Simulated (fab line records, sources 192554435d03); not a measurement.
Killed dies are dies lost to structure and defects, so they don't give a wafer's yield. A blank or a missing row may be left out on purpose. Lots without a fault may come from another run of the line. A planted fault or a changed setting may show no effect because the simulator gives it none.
A struck lot beside a sound one | flow n5_finfet | 16 steps out of a route of 1938
Sound: wafers L883.3, L883.4, L883.5. Struck: wafer L896.5. (L896.2 of the same lot was not struck and is left out.) The cause comes at the end.
At each step with rows: each side's tool, then ch and its chambers, then its first start. Under that, the readings that differ: sound wafers | struck wafers | difference of the means | sigmas: that difference in standard deviations of wafers without a fault.
alike: readings whose means differ by less than 2 such deviations, and words and numbers that are the same on both sides. not compared: withheld readings, readings that some wafer has no value for, bounds like >300 that may hide the same value, and numbers for which the record gives no deviation and whose values overlap.
The two part at a step that has a row with sigmas, a row that says differs or no value, or rows on one side only. Numbers that don't overlap but have no deviation are shown without sigmas and don't part them. A reading that every wafer of one side lacks parts them only if that side has two wafers or more.

N5_BEOL_M3_DESCUM_33: chemistry O2, time 7 s.
  sound on rie_diel-02 ch 0,2,3, day 9 11:52; struck on rie_diel-04 ch 2, day 13 02:10
  alike: drypump_motor_current_A, oes_product_au, rf_vpp_V, showerhead_plenum_p_Torr, throttle_valve_pct
  not compared: rf_hours_counter_h
then, 2 steps without rows for these wafers: N5_BEOL_M3_ETCH_77 (etches underlayer in N2/H2, target depth 6.5 nm, time 5.2 s); N5_BEOL_M3_ETCH_69 (etches SiARC in CF4, target depth 15.6 nm, time 26 s).
N5_BEOL_M3_ALD_98: deposits SiO2, target thk 2.5 nm, pulse time 1 s, co reactant pulse time 1 s.
  sound on ald_sin-01 ch 1,3, day 9 12:22; struck on ald_sin-03 ch 1, day 13 02:19
  alike: heater_power_w, precursor_pulse_height_rel
  not compared: since_wet_clean_h
N5_BEOL_M3_ETCHBACK_99: etches SiO2 in CHF3, target depth 5 nm, time 10.4 s.
  sound on rie_diel-02 ch 2,3, day 10 13:29; struck on rie_diel-04 ch 0, day 14 14:26
  alike: CHF3_flow_sccm, bias_w, drypump_motor_current_A, oes_ar_750_au, oes_product_au, rf_vpp_V, showerhead_plenum_p_Torr, throttle_valve_pct
  not compared: rf_hours_counter_h
N5_BEOL_M3_ETCH_70: etches SOC in N2/H2, target depth 80 nm, overetch 16 nm, time 120 s.
  sound on rie_diel-02 ch 2,3, day 10 13:32; struck on rie_diel-04 ch 0, day 14 14:29
  alike: bias_w, drypump_motor_current_A, h2_flow_sccm, oes_product_au, rf_vpp_V, showerhead_plenum_p_Torr, throttle_valve_pct
  not compared: rf_hours_counter_h
then, 2 steps without rows for these wafers: N5_BEOL_M3_STRIP_71 (strips in N2/H2); N5_BEOL_M3_STRIP_78 (strips in N2/H2).
N5_BEOL_M3_VIA_ETCH_34: etches the open film in C4F6/O2, target depth 69.4 nm, time 65.9 s.
  sound on rie_diel-02 ch 2,3, day 10 13:38; struck on rie_diel-04 ch 0, day 14 14:35
  alike: bias_w, drypump_motor_current_A, oes_ar_750_au, oes_product_au, rf_vpp_V, showerhead_plenum_p_Torr, throttle_valve_pct
  not compared: rf_hours_counter_h
then, 3 steps without rows for these wafers: N5_BEOL_M3_STRIP_83 (strips in C4F6/O2); N5_BEOL_M3_STRIP_36 (strips in N2/H2); N5_BEOL_M3_TRENCH_ETCH_37 (etches SiOC in C4F6/O2, target depth 55.555 nm, time 29.2 s).
N5_BEOL_M3_ETCH_41: etches SiCN in CH3F/O2, target depth 29.9 nm, time 52.5 s.
  sound on rie_diel-02 ch 2,3, day 10 13:46; struck on rie_diel-04 ch 0, day 14 14:43
  reading                  | sound             | struck | difference | sigmas
  bias_w (W)               | 74.98 74.71 74.87 | 75.43  | +0.58      | +3
  oes_product_au (a.u.)    | 0.69 0.70 0.70    | 1.19   | +0.49      | +6
  model.etch.depth_nm (nm) | 19.59 19.37 19.5  | 32.15  | +12.66     |
  alike: drypump_motor_current_A, rf_vpp_V, showerhead_plenum_p_Torr, throttle_valve_pct
  not compared: rf_hours_counter_h
then, 1 step without rows for these wafers: N5_BEOL_M3_STRIP_97 (strips in N2/H2, time 10 s).
N5_BEOL_M4_RC_MEAS_101:
  sound on prober-01 ch 0, day 12 05:40; struck on prober-01 ch 0, day 15 06:31
  reading        | sound             | struck | difference | sigmas
  DIBL_P (mV/V)  | 37.1 34.6 35.9    | 40.3   | +4.4       | +2
  IOFF_N (nA/um) | 0.153 0.127 0.129 | 0.205  | +0.069     | +2
  IOFF_P (nA/um) | 0.19 0.16 0.18    | 0.25   | +0.07      | +2
  alike: DIBL_N, ION_N, ION_P, SS_N, SS_P, VT_N, VT_P
N5_PASSIVATION_PROBE_49:
  the record has rows for the sound wafers here (prober-02, day 16 21:54) and none for the struck ones

WHERE THEY PART
First at N5_BEOL_M3_ETCH_41; last, within this record, at N5_PASSIVATION_PROBE_49.

WHY: what the simulator had put in
Process parameter drift: rie_diel-04, from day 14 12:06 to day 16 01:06, at N5_BEOL_M3_ETCH_41. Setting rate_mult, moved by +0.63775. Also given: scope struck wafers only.
